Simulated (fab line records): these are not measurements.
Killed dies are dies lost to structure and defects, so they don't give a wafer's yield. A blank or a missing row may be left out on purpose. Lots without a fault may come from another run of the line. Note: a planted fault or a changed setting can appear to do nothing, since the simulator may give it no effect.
Lot-split experiment | flow n5 finfet | route with 1938 steps; 7 lots, 21 wafers read

== ABOUT THE SPLIT ==
At N5_BEOL_M7_DESCUM_33 (chemistry O2, time 7 s), the setting time s was moved away from the recipe's 7 s on 5 of the 21 wafers read, by -17.6% to +16.1%. All remaining wafers had this setting at the recipe value.

Reading taken at the split's own step.

== THE READING ==
CAR-EUV_of_BEOL_M7_COAT_22.thk nm (the simulator's own value, which no gauge read), in nm, at N5_BEOL_M7_DESCUM_33 (chemistry O2, time 7 s). The file does not state a usual value for it. Here, 16 wafers ran the recipe; their average is 26.1 nm with a standard deviation of 0.15 nm.

wafer  | tool, chamber at the split | time s as run, s | against the recipe | CAR-EUV_of_BEOL_M7_COAT_22.thk nm, nm | against lot-mates on the recipe
L080.2 | rie diel-04, 0             | 5.768            | -17.6%             | 26.8                                  | +0.6
L080.3 | rie diel-04, 1             | 7                | recipe             | 26.2                                  | -
L080.4 | rie diel-04, 3             | 5.768            | -17.6%             | 26.6                                  | +0.4
L084.1 | rie diel-02, 1,0           | 7                | recipe             | 26                                    | -
L084.4 | rie diel-02, 1,0           | 7                | recipe             | 26                                    | -
L084.3 | rie diel-02, 2             | 8.126            | +16.1%             | 25.6                                  | -0.4
L091.2 | rie diel-03, 1,0,2         | 7                | recipe             | 25.8                                  | -
L091.4 | rie diel-03, 1,0,2         | 7                | recipe             | 25.8                                  | -
L091.6 | rie diel-03, 1,0,2         | 7                | recipe             | 25.8                                  | -
L093.1 | rie diel-02, 3             | 7                | recipe             | 26.2                                  | -
L093.3 | rie diel-02, 2,0           | 7                | recipe             | 26                                    | -
L093.5 | rie diel-02, 2,0           | 7                | recipe             | 26                                    | -
L095.1 | rie diel-03, 0,2,0         | 7                | recipe             | 26.2                                  | -
L095.3 | rie diel-03, 0,2,0         | 7                | recipe             | 26.2                                  | -
L095.6 | rie diel-03, 0,2,0         | 7                | recipe             | 26.2                                  | -
L096.1 | rie diel-02, 2,3           | 7.511            | +7.3%              | 25.8                                  | -0.2
L096.4 | rie diel-02, 2,3           | 7.511            | +7.3%              | 25.8                                  | -0.2
L096.2 | rie diel-02, 1             | 7                | recipe             | 26                                    | -
L097.1 | rie diel-04, 2,0           | 7                | recipe             | 26.2                                  | -
L097.3 | rie diel-04, 2,0           | 7                | recipe             | 26.2                                  | -
L097.2 | rie diel-04, 3             | 7                | recipe             | 26                                    | -
Where a row lists several chambers, the file gives one row for several wafers and doesn't say which wafer went through which chamber.

FIT RESULTS
A straight line over all 21 wafers: CAR-EUV_of_BEOL_M7_COAT_22.thk nm changes by -0.0342 nm for each +1% of time s; r = -0.86; the points scatter about the line by 0.14 nm.
The same after taking each lot's own level away (the mean of its wafers on the recipe; 21 wafers): -0.0274 nm for each +1%; r = -0.95; scatter 0.063 nm.
According to that fit, moving time s by its largest amount changes the reading by 0.48 nm.
Measured against the standard deviation above, the lots' own levels, which go from 25.80 to 26.20 nm, span 2.7 times it.
So the lot-to-lot level changes the slope: the two fits differ.
Check: +0.422 nm against its lot-mates is what the line predicts for one of the wafers moved furthest among these (-17.6%) when that wafer is left out of the fit. Against them it came out at +0.6 nm.

== OTHER SPLITS APPLIED TO THESE WAFERS ==
Before the reading, these wafers also passed through other splits. Each is held against what the fit with the lots' levels taken away leaves over:
other split on the same wafers   | wafers away from the commonest value | r with CAR-EUV_of_BEOL_M7_COAT_22.thk nm (lot level and that fit taken away)
N5_BEOL_M6_ETCH_62 bias w        | 5                                    | +0.14
N5_BEOL_M6_TRENCH_ETCH_37 time s | 5                                    | +0.20
N5_BEOL_M7_COAT_71 spin rpm      | 5                                    | +0.34

== THE FILE'S OWN FIT ==
CAR-EUV_of_BEOL_M7_COAT_22.thk nm changes by -0.0268 nm for each +1% of time s, r = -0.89.
